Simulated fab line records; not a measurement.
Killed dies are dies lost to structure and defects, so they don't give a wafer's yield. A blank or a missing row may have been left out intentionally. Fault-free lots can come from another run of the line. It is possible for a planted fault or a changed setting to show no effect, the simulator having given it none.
fab line records	flow n5Finfet
[record] lots = 6	wafers = 18	lastDay = 17
route steps=1938 shown BEOL_M12@1637 PASSIVATION@1936
lots that met no fault: taken from a fault-free run of the same line
startH: hours from the record's opening day to when the first of the lot's shown wafers began	waitH: hours since the lot's step before	" the same as in the row above	L1.1+2: a row that stands for several wafers	- no value, or no start given	* or withheld: withheld	< > ~ a bound
route shown NAME@n: NAME is a module with steps in the file, n the number in the route of the first one	usual: mean and standard deviation over wafers with no fault	same: alike in all rows	chamber/n: place in a boat	sites: readings site by site	_std_site: the standard deviation of these	_edge_site: inner sites' mean taken away from outer sites' mean	radiusMm: for every site, how far away it sits from the centre of the wafer	mask NAME#n: copy n	behind: the last tool/chamber to shape the wafer	hold: why the lot went on hold/how many hours it stayed there/how the hold came to an end	device: transistor that didn't switch, given as n, p or np	end of line: tests run on the same wafers once the route is complete	a step without rows: its recipe alone	killed: count of dies lost to structure and defects at first sort (not the wafer's yield)	map: per-die view of a wafer (x killed, . not killed, _ where there is no die)
set.NAME: the setting the step ran with; set.NAME@STEP: the setting that earlier step ran with	model.NAME: the simulator's own value behind a step, which no gauge read
lots seen at some steps along the route; tables by step, rows by wafer
services: when a tool's chamber went out of use (startH, in hours from the record's first day, below 0 if earlier), for how many hours, and the reason
[[steps]]
[step N5_BEOL_M12_ETCH_68]
[recipe] chemistry = N2/H2	target = SOC	maskMaterial = SiARC	sourceW = 3000	biasW = 350	tempC = 40	timeS = 285	ionEnergyEv = 200	pressureMtorr = 30	n2FlowSccm = 200	h2FlowSccm = 200
[usual] drypumpMotorCurrentA = 6.0/0.35	oesProductAu = 0.80/0.094	rfVppV = 523.3/2.6	showerheadPlenumPTorr = 2.52/0.089	throttleValvePct = 17.71/0.21
lot.wafer	tool	chamber	startH	waitH	drypumpMotorCurrentA	oesProductAu	rfHoursCounterH	rfVppV	showerheadPlenumPTorr	throttleValvePct
L658.2	rieDiel-04	3	256.08	0.1	5.1	0.86	52	524.1	2.60	18.00
L658.4	"	1	"	"	6.3	0.80	109	521.7	2.45	17.36
L658.6	"	0	"	"	5.8	0.89	-	527.7	2.70	17.43
L668.1	rieDiel-02	2	318.99	0.1	5.9	0.70	214	524.5	2.62	17.87
L668.3	"	1	"	"	6.1	0.92	7	522.4	2.49	17.35
L668.4	"	0	"	"	6.3	0.80	125	522.3	2.44	17.74
L676.2	rieDiel-03	0	364.04	0.1	6.1	0.70	194	519.8	2.42	17.77
L676.5	"	2	"	"	5.7	0.72	-	524.1	2.53	17.83
L676.6	"	3	"	"	5.9	1.00	-	527.5	2.70	17.68
L673.3	rieDiel-02	3	364.68	0.1	5.5	0.80	78	524.2	2.58	17.86
L673.5	"	2	"	"	5.9	0.69	-	524.5	2.61	17.89
L673.6	"	3	"	"	5.5	0.80	-	525.3	2.58	17.86
L677.1	rieDiel-02	3	366.36	0.1	5.5	0.80	79	526.3	2.57	17.87
L677.2	"	1	"	"	6.0	0.87	26	521.5	2.49	17.39
L677.5	"	2	"	"	5.9	0.69	-	525.4	2.61	17.87
L678.1	rieDiel-03	2	376.54	0.1	5.7	0.71	207	522.5	2.53	17.84
L678.3	"	1	"	"	6.6	0.91	36	524.6	2.47	17.63
L678.5	"	3	"	"	5.9	0.98	-	530.2	2.70	17.66
[step N5_BEOL_M12_STRIP_69]
[recipe] chemistry = N2/H2	tempC = 40	n2FlowSccm = 200	h2FlowSccm = 200	rfFrequencyHz = 6e+07
[step N5_BEOL_M12_TRENCH_ETCH_34]
[recipe] chemistry = C4F8/O2/Ar	target = SiOC	targetDepthA = 3189.5	maskMaterial = SOC	pressureMtorr = 30	sourceW = 3000	biasW = 700	Ar_flow_sccm = 400	C4F8_flow_sccm = 15	O2_flow_sccm = 8	heInnerTorr = 15	heOuterTorr = 30	timeS = 125.5	ionEnergyEv = 250
[usual] drypumpMotorCurrentA = 6.0/0.35	oesProductAu = 0.80/0.095	rfVppV = 665/3.1	showerheadPlenumPTorr = 3.39/0.11	throttleValvePct = 24.13/0.21
lot.wafer	tool	chamber	startH	waitH	drypumpMotorCurrentA	oesProductAu	rfHoursCounterH	rfVppV	showerheadPlenumPTorr	throttleValvePct
L658.2	rieDiel-04	3	256.26	0.0	5.1	0.86	52	666	3.45	24.27
L658.4	"	1	"	"	6.3	0.80	110	662	3.30	23.81
L658.6	"	0	"	"	5.8	0.89	-	672	3.63	23.89
L668.1	rieDiel-02	2	319.17	0.0	5.9	0.71	214	668	3.50	24.15
L668.3	"	1	"	"	6.1	0.93	7	665	3.38	23.88
L668.4	"	0	"	"	6.3	0.80	125	664	3.29	24.19
L676.2	rieDiel-03	0	364.22	0.0	6.0	0.70	194	661	3.24	24.06
L676.5	"	2	"	"	5.7	0.71	-	665	3.40	24.21
L676.6	"	3	"	"	5.9	1.00	-	671	3.63	24.21
L673.3	rieDiel-02	3	364.86	0.0	5.5	0.80	78	667	3.48	24.50
L673.5	"	2	"	"	5.9	0.69	-	669	3.50	24.16
L673.6	"	3	"	"	5.5	0.80	-	668	3.48	24.50
L677.1	rieDiel-02	3	366.55	0.0	5.5	0.80	79	667	3.48	24.49
L677.2	"	1	"	"	6.1	0.88	26	664	3.37	23.90
L677.5	"	2	"	"	5.9	0.69	-	668	3.50	24.15
L678.1	rieDiel-03	2	376.72	0.0	5.7	0.71	207	665	3.40	24.21
L678.3	"	1	"	"	6.6	0.91	36	663	3.34	24.10
L678.5	"	3	"	"	5.9	0.98	-	671	3.63	24.24
[step N5_BEOL_M12_STRIP_70]
[recipe] chemistry = C4F8/O2/Ar	resist = SiARC	rfFrequencyHz = 6e+07
[step N5_BEOL_M12_OCD_MEAS_35]
[usual] trenchDepthNm = 318/4
lot.wafer	tool	chamber	startH	waitH	trenchDepthNm
L658.2	ocd-02	-	256.43	0.0	318
L658.4	"	-	"	"	317
L658.6	"	-	"	"	321
L668.1	ocd-01	-	319.33	0.0	316
L668.3	"	-	"	"	324
L668.4	"	-	"	"	322
L676.2	ocd-02	-	364.38	0.0	314
L676.5	"	-	"	"	318
L676.6	"	-	"	"	321
L673.3	ocd-01	-	365.02	0.0	314
L673.5	"	-	"	"	314
L673.6	"	-	"	"	315
L677.1	ocd-01	-	366.70	0.0	315
L677.2	"	-	"	"	322
L677.5	"	-	"	"	315
L678.1	ocd-02	-	376.87	0.0	319
L678.3	"	-	"	"	322
L678.5	"	-	"	"	326
[step N5_BEOL_M12_STRIP_37]
[recipe] chemistry = N2/H2	powerW = 1000	tempC = 250	h2Frac = 0.65	overashFraction = 0.3	pressureMtorr = withheld	n2FlowSccm = 1750	h2FlowSccm = 3250
[step N5_BEOL_M12_ETCH_38]
[recipe] chemistry = CF4/N2	target = SiCN	targetDepthA = 687	taperDeg = 2	timeS = 73.4	ionEnergyEv = 150	maskMaterial = SiO2	pressureMtorr = 40	sourceW = 430	biasW = 70	Ar_flow_sccm = 100	cf4FlowSccm = 60	n2FlowSccm = 60
[usual] drypumpMotorCurrentA = 5.9/0.35	oesProductAu = 0.79/0.091	rfVppV = 382.0/1.9	showerheadPlenumPTorr = 2.19/0.073	throttleValvePct = 15.39/0.18
lot.wafer	tool	chamber	startH	waitH	drypumpMotorCurrentA	oesProductAu	rfHoursCounterH	rfVppV	showerheadPlenumPTorr	throttleValvePct
L658.2	rieDiel-03	2	257.82	-	5.7	0.77	160	382.0	2.21	15.38
L658.4	"	0	"	"	6.0	0.72	-	380.2	2.11	15.41
L658.6	"	3	"	"	5.9	0.70	-	378.9	2.09	15.75
L668.1	rieDiel-02	0	320.45	-	6.3	0.80	126	379.3	2.12	15.42
L668.3	"	2	"	"	5.9	0.69	215	384.4	2.26	15.44
L668.4	"	1	"	"	6.0	0.94	7	381.8	2.18	15.04
L676.2	rieDiel-02	1	367.84	-	6.1	0.87	26	381.8	2.17	15.05
L676.5	"	3	"	"	5.5	0.78	-	384.5	2.24	15.53
L676.6	"	2	"	"	5.9	0.67	-	383.0	2.26	15.48
L673.3	rieDiel-03	1	368.15	-	6.6	0.91	33	380.4	2.16	15.28
L673.5	"	3	"	"	5.9	0.99	-	386.4	2.34	15.32
L673.6	"	0	"	"	6.0	0.69	-	381.2	2.09	15.50
L677.1	rieDiel-02	2	370.28	-	5.9	0.67	231	385.1	2.25	15.48
L677.2	"	0	"	"	6.3	0.77	145	381.0	2.11	15.47
L677.5	"	1	"	"	6.0	0.88	-	382.4	2.17	15.08
L678.1	rieDiel-02	2	377.10	-	5.9	0.68	235	384.0	2.25	15.47
L678.3	"	3	"	"	5.5	0.78	85	383.8	2.23	15.56
L678.5	"	3	"	"	5.5	0.78	-	383.6	2.23	15.55
[step N5_BEOL_M12_PRECLEAN_39]
[recipe] chemistry = residueRemover	timeS = 60	tempC = 40
[step N5_BEOL_M12_SRD_40]
[recipe] timeS = 30	tempC = 23	rinseLiquid = diw	dry = n2Spin	spinRpm = 1500	dryTimeS = 30
[step N5_BEOL_M12_DEGAS_41]
[recipe] ambient = vacuum	tempC = 250	timeS = 60
[step N5_BEOL_M12_PRE_CLEAN_42]
[recipe] gas = H2/He	timeS = 30	tempC = 250
[step N5_BEOL_M12_SPUTTER_43]
[recipe] material = TaN	targetThkA = 150	tempC = 50	biasV = 168.6	powerW = 15000	chamberPressurePa = 0.12	timeS = 24.19
[usual] throttleValvePct = 30.0/1.2
lot.wafer	tool	chamber	startH	waitH	throttleValvePct
L658.2	pvdSputter-03	-	258.09	0.0	31.4
L658.4	"	-	"	"	30.6
L658.6	"	-	"	"	31.6
L668.1	pvdSputter-02	-	321.07	0.0	30.7
L668.3	"	-	"	"	31.2
L668.4	"	-	"	"	29.2
L676.2	pvdSputter-03	-	368.32	0.0	30.0
L676.5	"	-	"	"	31.3
L676.6	"	-	"	"	31.4
L673.3	pvdSputter-03	-	369.00	0.0	31.3
L673.5	"	-	"	"	31.2
L673.6	"	-	"	"	29.9
L677.1	pvdSputter-02	-	370.79	0.0	31.3
L677.2	"	-	"	"	27.3
L677.5	"	-	"	"	31.1
L678.1	pvdSputter-02	-	377.70	0.0	27.6
L678.3	"	-	"	"	31.4
L678.5	"	-	"	"	30.7
[step N5_BEOL_M12_SPUTTER_44]
[recipe] material = Ta	targetThkA = 100	tempC = 50	biasV = 80	powerW = 15000	chamberPressurePa = 0.07	timeS = 16.13
[usual] throttleValvePct = 30.0/1.3
lot.wafer	tool	chamber	startH	waitH	throttleValvePct	model.Ta_of_BEOL_M12_SPUTTER_44.thkNm
L658.2	pvdSputter-03	-	258.17	0.0	31.3	10.2
L658.4	"	-	"	"	30.5	10.2
L658.6	"	-	"	"	31.4	10.2
L668.1	pvdSputter-02	-	321.15	0.0	30.5	10
L668.3	"	-	"	"	31.3	10
L668.4	"	-	"	"	29.1	10.2
L676.2	pvdSputter-03	-	368.40	0.0	30.0	10
L676.5	"	-	"	"	31.4	10.2
L676.6	"	-	"	"	31.4	7.6
L673.3	pvdSputter-03	-	369.08	0.0	31.4	9.8
L673.5	"	-	"	"	31.4	10
L673.6	"	-	"	"	30.0	7.6
L677.1	pvdSputter-02	-	370.87	0.0	31.1	10.2
L677.2	"	-	"	"	27.2	10.4
L677.5	"	-	"	"	31.3	10.2
L678.1	pvdSputter-02	-	377.78	0.0	27.4	10
L678.3	"	-	"	"	31.2	9.8
L678.5	"	-	"	"	30.6	9.8
[step N5_BEOL_M12_SPUTTER_45]
[recipe] material = Cu	targetThkA = 800	tempC = -20	biasV = 60	powerW = 26000	chamberPressurePa = 0.13	timeS = 13.33
[usual] throttleValvePct = 30.1/1.3
lot.wafer	tool	chamber	startH	waitH	throttleValvePct
L658.2	pvdSputter-03	-	258.25	0.0	31.1
L658.4	"	-	"	"	30.4
L658.6	"	-	"	"	31.4
L668.1	pvdSputter-02	-	321.23	0.0	30.6
L668.3	"	-	"	"	31.0
L668.4	"	-	"	"	29.2
L676.2	pvdSputter-03	-	368.48	0.0	30.2
L676.5	"	-	"	"	31.2
L676.6	"	-	"	"	31.2
L673.3	pvdSputter-03	-	369.16	0.0	31.1
L673.5	"	-	"	"	31.1
L673.6	"	-	"	"	29.9
L677.1	pvdSputter-02	-	370.95	0.0	31.0
L677.2	"	-	"	"	27.0
L677.5	"	-	"	"	31.2
L678.1	pvdSputter-02	-	377.86	0.0	27.3
L678.3	"	-	"	"	31.2
L678.5	"	-	"	"	30.9
[step N5_BEOL_M12_ECD_47]
[recipe] material = Cu	targetThkA = 7200
[step N5_BEOL_M12_ANNEAL_48]
[recipe] tempC = 225	timeS = 90	ambient = N2
[step N5_BEOL_M12_CMP_49]
[recipe] stopOn = SiOC	tOverpolishS = 20.6	downForcePsi = 1	platenRpm = 50	clearingPlatenDownForcePsi = 1.5	clearingPlatenRpm = 50	postCmpClean = cuAlkaline	targetThkNm = 320	clearingPlatenPadVelocityMS = 0.99484	padVelocityMS = 0.99484
[usual] barrierFieldEndpointS = 30.4/0.73	headPressurePsi = 1.0002/0.0022	motorCurrentA = 5.9/0.46	slurryFilterDpKPa = 13.51/0.13
lot.wafer	tool	chamber	startH	waitH	barrierFieldEndpointS	headPressurePsi	motorCurrentA	slurryFilterDpKPa
L658.2	cmp-02	3	259.22	0.2	29.9	1.0001	5.4	13.53
L658.4	"	2	"	"	29.8	1.0005	5.9	13.72
L658.6	"	0	"	"	30.6	1.0029	6.3	13.42
L668.4	cmp-01	0	321.96	0.1	31.2	0.9983	5.5	13.57
L668.1	"	1	"	"	31.1	1.0002	6.5	13.53
L668.3	"	3	"	"	30.1	1.0050	6.1	13.60
L676.2	cmp-03	2	369.03	0.2	30.2	0.9992	6.3	13.37
L676.5	"	2	"	"	29.9	0.9997	6.3	13.64
L676.6	"	3	"	"	27.9	1.0002	5.7	13.30
L673.3	cmp-02	1	369.84	0.3	29.9	1.0002	5.2	13.51
L673.6	"	2	"	"	27.8	1.0007	5.9	13.57
L673.5	"	3	"	"	30.2	1.0042	5.3	13.59
L677.1	cmp-03	0	371.64	0.3	31.5	0.9945	5.5	13.25
L677.2	"	1	"	"	29.9	0.9987	6.7	13.59
L677.5	"	2	"	"	30.4	1.0033	5.8	13.64
L678.3	cmp-02	0	378.43	0.2	30.9	1.0013	6.1	13.27
L678.1	"	3	"	"	30.4	0.9984	5.4	13.73
L678.5	"	1	"	"	29.6	1.0016	5.3	13.56
[step N5_BEOL_M12_THK_MEAS_50]
[recipe] thkMeasGauge = xrf	reads = Cu_of_BEOL_M12_ECD_47
[usual] M12_THK = 317/4.6
lot.wafer	tool	chamber	startH	waitH	M12_THK[nm]
L658.2	filmMetro-02	-	259.51	-	319
L658.4	"	-	"	"	318
L658.6	"	-	"	"	320
L668.1	filmMetro-02	-	322.25	-	313
L668.3	"	-	"	"	322
L668.4	"	-	"	"	321
L676.2	filmMetro-01	-	369.33	-	306
L676.5	"	-	"	"	312
L676.6	"	-	"	"	316
L673.3	filmMetro-01	-	370.02	-	310
L673.5	"	-	"	"	314
L673.6	"	-	"	"	316
L677.1	filmMetro-01	-	371.86	-	314
L677.2	"	-	"	"	317
L677.5	"	-	"	"	312
L678.1	filmMetro-02	-	378.73	-	319
L678.3	"	-	"	"	324
L678.5	"	-	"	"	327
[step N5_PASSIVATION_PROBE_49]
[usual] defectLimitedYield = 91.2/1.6	killed_at_M0_to_M3 = 31/10	killed_at_M4_up = 14/4.4	killedAtContacts = 13/6	killedAtFrontEnd = 43/13	killedAtOther = 3.5/2.6	killedDies = 104/18	killedOpen = 68/14	killedShort = 34/8.1	sort_bin_4_leakage = 0.01/0.073	sort_bin_5_function = 5.1/1.1	sort_bin_6_memory = 3.3/0.68	sortNPass = 1076/18	sortYieldPct = 91.2/1.6
[same] grossDies = 1180	killedAtBackSide = 0	sort_bin_8_speed[%] = 0
lot.wafer	tool	chamber	startH	waitH	defectLimitedYield[%]	killed_at_M0_to_M3	killed_at_M4_up	killedAtContacts	killedAtFrontEnd	killedAtOther	killedDies	killedOpen	killedShort	sort_bin_4_leakage[%]	sort_bin_5_function[%]	sort_bin_6_memory[%]	sortNPass	sortYieldPct[%]
L658.2	prober-02	-	289.95	0.1	90.3	35	15	11	52	2	115	79	35	0	6.2	3.4	1065	90.3
L658.4	prober-02	-	290.05	0.2	91.2	37	16	7	44	0	104	68	36	0	5.3	3.0	1076	91.2
L658.6	prober-02	-	290.15	0.3	90.7	39	22	9	39	1	110	80	26	0	6.0	2.9	1070	90.7
L676.2	prober-01	-	406.24	0.6	90.6	33	12	12	47	7	111	78	32	0	6.0	3.2	1069	90.6
L676.5	prober-01	-	406.39	0.7	93.1	16	24	7	33	2	82	57	24	0	3.6	3.1	1098	93.1
L676.6	prober-01	-	406.44	0.8	92.0	34	9	18	30	3	94	67	26	0	5.3	2.4	1086	92.0
L673.3	prober-01	-	409.48	0.1	92.1	35	15	19	24	0	93	68	23	0	4.7	2.8	1087	92.1
L673.5	prober-01	-	409.58	0.2	91.5	34	17	14	34	1	100	66	28	0	4.3	3.4	1080	91.5
L673.6	prober-01	-	409.63	0.3	91.9	25	11	25	28	6	95	65	29	0	4.6	3.1	1085	91.9
L677.1	prober-02	-	411.78	0.0	93.0	15	14	13	37	4	83	56	27	0.08	3.9	2.8	1096	92.9
L677.2	prober-02	-	411.83	0.1	94.0	14	14	11	27	5	71	47	24	0	3.5	2.4	1109	94.0
L677.5	prober-02	-	411.98	0.2	92.4	18	18	10	39	5	90	60	30	0	4.4	2.9	1090	92.4
L678.1	prober-01	-	413.76	0.0	89.8	38	12	15	53	2	120	79	37	0	5.6	3.9	1060	89.8
L678.3	prober-01	-	413.86	0.1	85.9	31	19	10	101	5	166	115	47	0	8.2	5.1	1014	85.9
L678.5	prober-01	-	413.96	0.2	91.6	19	14	5	57	4	99	60	31	0	4.5	2.9	1081	91.6
// killed by level:class
L658.2 STI_FIN_REVEAL:geometricParticle:open=18 BEOL_M0_SAQP:geometricParticle:open=12 FIN_SAQP:geometricParticle:short=10 MOL_CONTACT_COAG:geometricParticle:open=10 FIN_SAQP:geometricParticle:open=8 BEOL_M2:geometricParticle:open=6 BEOL_M0_SAQP:geometricParticle:short=5 BEOL_M3:geometricParticle:open=5
L658.4 BEOL_M0_SAQP:geometricParticle:short=13 STI_FIN_REVEAL:geometricParticle:open=12 BEOL_M0_SAQP:geometricParticle:open=11 FIN_SAQP:geometricParticle:short=7 FIN_SAQP:geometricParticle:open=7 MOL_CONTACT_COAG:geometricParticle:open=7 DUMMY_GATE:geometricParticle:open=4 BEOL_M3:geometricParticle:open=4
L658.6 BEOL_M4:geometricParticle:open=14 STI_FIN_REVEAL:geometricParticle:open=12 BEOL_M1:geometricParticle:open=9 BEOL_M2:geometricParticle:open=8 BEOL_M3:geometricParticle:open=8 FIN_SAQP:geometricParticle:open=7 MOL_CONTACT_COAG:geometricParticle:open=6 GATE_CUT:geometricParticle:short=5
L676.2 FIN_SAQP:geometricParticle:open=16 MOL_CONTACT_COAG:geometricParticle:open=10 BEOL_M1:geometricParticle:open=8 BEOL_M4:geometricParticle:open=8 BEOL_M0_SAQP:geometricParticle:open=7 BEOL_M0_SAQP:geometricParticle:short=6 FIN_SAQP:geometricParticle:short=5 STI_FIN_REVEAL:geometricParticle:open=5
L676.5 BEOL_M4:geometricParticle:open=9 FIN_SAQP:geometricParticle:open=7 MOL_CONTACT_COAG:geometricParticle:open=7 FIN_SAQP:geometricParticle:short=5 BEOL_M5:geometricParticle:open=5 BEOL_M8:geometricParticle:open=5 STI_FIN_REVEAL:geometricParticle:open=4 DUMMY_GATE:geometricParticle:open=4
L676.6 MOL_CONTACT_COAG:geometricParticle:open=16 BEOL_M0_SAQP:geometricParticle:open=9 BEOL_M1:geometricParticle:open=9 FIN_SAQP:geometricParticle:open=8 BEOL_M0_SAQP:geometricParticle:short=8 BEOL_M2:geometricParticle:open=7 FIN_SAQP:geometricParticle:short=5 STI_FIN_REVEAL:geometricParticle:open=5
L673.3 MOL_CONTACT_COAG:geometricParticle:open=18 BEOL_M2:geometricParticle:open=9 BEOL_M0_SAQP:geometricParticle:open=6 BEOL_M0_SAQP:geometricParticle:short=6 BEOL_M1:geometricParticle:open=4 BEOL_M3:geometricParticle:open=4 BEOL_M4:geometricParticle:open=4 STARTING-WAFER:geometricParticle:short=4
L673.5 STI_FIN_REVEAL:geometricParticle:open=18 MOL_CONTACT_COAG:geometricParticle:open=11 BEOL_M0_SAQP:geometricParticle:open=6 BEOL_M3:geometricParticle:short=6 BEOL_M4:geometricParticle:open=6 BEOL_M0_SAQP:geometricParticle:short=5 BEOL_M3:geometricParticle:open=5 HKMG_FIN:areaEtch=5
L673.6 MOL_CONTACT_COAG:geometricParticle:open=20 BEOL_M2:geometricParticle:open=11 BEOL_M0_SAQP:geometricParticle:short=6 MOL_CONTACT_COAG:geometricParticle:short=5 GATE_CUT:geometricParticle:short=4 BEOL_M0_SAQP:geometricParticle:open=4 STARTING-WAFER:geometricParticle:short=4 STI_FIN_REVEAL:geometricParticle:open=3
L677.1 MOL_CONTACT_COAG:geometricParticle:open=11 FIN_SAQP:geometricParticle:open=9 BEOL_M0_SAQP:geometricParticle:open=7 DUMMY_GATE:geometricParticle:open=6 FIN_SAQP:geometricParticle:short=5 BEOL_M0_SAQP:geometricParticle:short=4 GATE_CUT:geometricParticle:short=4 STI_FIN_REVEAL:geometricParticle:open=3
L677.2 MOL_CONTACT_COAG:geometricParticle:open=9 FIN_SAQP:geometricParticle:open=6 STI_FIN_REVEAL:geometricParticle:open=4 DUMMY_GATE:geometricParticle:open=4 GATE_CUT:geometricParticle:short=4 BEOL_M1:geometricParticle:open=4 BEOL_M4:geometricParticle:open=4 FIN_SAQP:geometricParticle:short=3
L677.5 MOL_CONTACT_COAG:geometricParticle:open=8 BEOL_M0:geometricParticle:open=8 FIN_SAQP:geometricParticle:open=7 FIN_SAQP:geometricParticle:short=7 STARTING-WAFER:geometricParticle:open=5 STARTING-WAFER:geometricParticle:short=4 BEOL_M5:geometricParticle:open=4 BEOL_M7:geometricParticle:open=4
L678.1 STI_FIN_REVEAL:geometricParticle:open=15 MOL_CONTACT_COAG:geometricParticle:open=11 FIN_SAQP:geometricParticle:open=9 FIN_SAQP:geometricParticle:short=8 BEOL_M3:geometricParticle:open=8 BEOL_M0:geometricParticle:open=7 BEOL_M2:geometricParticle:open=7 STI_FIN_REVEAL:geometricParticle:short=5
L678.3 STI_FIN_REVEAL:geometricParticle:open=28 FIN_SAQP:geometricParticle:open=15 BEOL_M2:geometricParticle:open=13 GATE_CUT:geometricParticle:short=12 FIN_SAQP:geometricParticle:short=11 STI_FIN_REVEAL:geometricParticle:short=11 DUMMY_GATE:geometricParticle:open=10 MOL_CONTACT_COAG:geometricParticle:open=10
L678.5 STI_FIN_REVEAL:geometricParticle:open=12 FIN_SAQP:geometricParticle:open=8 HKMG_FIN:areaEtch=8 BEOL_M4:geometricParticle:open=7 FIN_SAQP:geometricParticle:short=6 BEOL_M2:geometricParticle:open=6 DUMMY_GATE:geometricParticle:open=5 BEOL_M1:geometricParticle:open=5
[[services]]
tool	chamber	startH	hours	kind
rieDiel-03	1	249.80	-	clean
rieDiel-03	1	249.80	-	consumableReplace:focusRing
rieDiel-03	1	249.80	19.8	scheduledDown
rieDiel-03	1	249.80	19.8	ventCycle
cmp-02	-	257.53	0.8	repair
cmp-03	-	273.12	2.0	repair
rieDiel-03	2	280.67	4.3	repair
rieDiel-02	1	282.03	-	clean
rieDiel-02	1	282.03	-	consumableReplace:focusRing
rieDiel-02	1	282.03	19.3	scheduledDown
rieDiel-02	1	282.03	19.3	ventCycle
rieDiel-03	0	298.30	15.4	repair
cmp-03	-	301.54	3.1	repair
cmp-03	-	311.26	4.0	pm
cmp-02	-	322.57	4.0	pm
rieDiel-02	2	324.37	9.4	repair
rieDiel-03	1	329.91	16.6	repair
rieDiel-03	3	346.98	-	clean
rieDiel-03	3	346.98	-	consumableReplace:focusRing
rieDiel-03	3	346.98	-	consumableReplace:showerhead
rieDiel-03	3	346.98	11.8	scheduledDown
pvdSputter-02	-	357.37	4.9	repair
rieDiel-04	-	359.62	15.6	pm
rieDiel-03	-	369.26	2.8	pm
[[key]]
[firstSign] step = N5_BEOL_M12_CMP_49	reading = barrierFieldEndpointS	direction = down	sigmas = 3.4	usual = 30.4	struck = 27.8
effect none on later readings
[modelEffect] step = N5_BEOL_M12_SPUTTER_44	value = Ta_of_BEOL_M12_SPUTTER_44.thkNm	without = 10	struck = 7.6
metAt N5_BEOL_M12_SPUTTER_44
struckWafers L673.6,L676.6
onsetBetween 258.17 368.40
[fault] kind = processParameterDrift	tool = pvdSputter-03	chamber = -	onsetH = 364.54	steps = N5_BEOL_M12_SPUTTER_44	channel = timeS	offset = *	shape = step	endH = 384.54	scope = struckWafersOnly	actsIn = *	stated = *
